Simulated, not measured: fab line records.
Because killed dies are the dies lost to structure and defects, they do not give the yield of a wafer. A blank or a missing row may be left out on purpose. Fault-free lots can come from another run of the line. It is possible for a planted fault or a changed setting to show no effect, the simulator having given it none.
What tool caused it? ; flow nandHarc ; 7 lots with 21 wafers sampled at 3 steps, on a route of 1159 steps

== WHAT THE GAUGES READ, wafer by wafer ==
NHARC_P_M2_INSPECT_27.
lot;measured;on;rawDefectCount
L250;day 7 01:40;defectInspect-02;501 517 326
L251;day 7 16:55;defectInspect-02;477 442 247
L255;day 8 05:32;defectInspect-02;273 443 305
L257;day 8 16:59;defectInspect-02;200 215 216
L261;day 10 19:40;defectInspect-02;481 520 919
L265;day 10 21:00;defectInspect-02;370 536 370
L266;day 11 04:19;defectInspect-02;328 330 4689

== EACH LOT AND THE TOOL THAT RAN IT (in order: tool; ch and the chambers of the sampled wafers; start) ==
lot;NHARC_P_M2_ETCH_28;NHARC_P_M2_CMP_23
L250;rieDiel-09 ch 0,1,2, day 7 01:11 or earlier;cmp-03 ch 0,2,3, day 7 01:11
L251;rieDiel-09 ch 0,1,2, day 7 16:27 or earlier;cmp-03 ch 0,1, day 7 16:27
L255;rieDiel-13 ch 1,2,3, day 8 05:05 or earlier;cmp-04 ch 0,2,3, day 8 05:05
L257;rieDiel-09 ch 0,3, day 8 16:31 or earlier;cmp-04 ch 2,3, day 8 16:31
L261;rieDiel-09 ch 0,1,3, day 10 19:11 or earlier;cmp-04 ch 0,1,3, day 10 19:11
L265;rieDiel-09 ch 1,2,3, day 10 20:28 or earlier;cmp-04 ch 0,1,3, day 10 20:28
L266;rieDiel-13 ch 1,2,3, day 11 03:52 or earlier;cmp-03 ch 0,1, day 11 03:52
- NHARC_P_M2_ETCH_28: etches the open film in CF4/N2, target depth 30 nm, time 72.99 s.
- NHARC_P_M2_CMP_23: polishes, t overpolish 20 s, target thk 144.3 nm.

== THE ANSWER, worked out from the rows above alone ==
Rule: the lots themselves supply what counts as usual. Put in order of their means at a reading, lots are off if they are a third of the lots or fewer, leave a main group of 4 or more, and stand apart from it by a gap of 3 or more times the standard deviation of the main group's means; of several such gaps the widest counts. If all means in a main group match to the digits the tables above print for the reading, that group is not used. A lot without any number at a reading at which 4 lots or more have one is off too. Any other lot the step has rows for is counted as sound.
Off: L266, at NHARC_P_M2_INSPECT_27 (rawDefectCount). For the main group the mean is 409 and the standard deviation 1.3e+02.
If a tool, at a process step before that reading, ran all the lots that are off and no sound lot after the first of them, it fits. Gauges at NHARC_P_M2_INSPECT_27: tried the same way as those tools. NHARC_P_M2_ETCH_28 gives no start for some lots, so the hours and the order of its lots are those of NHARC_P_M2_CMP_23. Can't be told from this: 3 tools fit, rieDiel-13 at NHARC_P_M2_ETCH_28, cmp-03 at NHARC_P_M2_CMP_23, defectInspect-02 at NHARC_P_M2_INSPECT_27.

== WHAT THE SIMULATOR HAD INSERTED ==
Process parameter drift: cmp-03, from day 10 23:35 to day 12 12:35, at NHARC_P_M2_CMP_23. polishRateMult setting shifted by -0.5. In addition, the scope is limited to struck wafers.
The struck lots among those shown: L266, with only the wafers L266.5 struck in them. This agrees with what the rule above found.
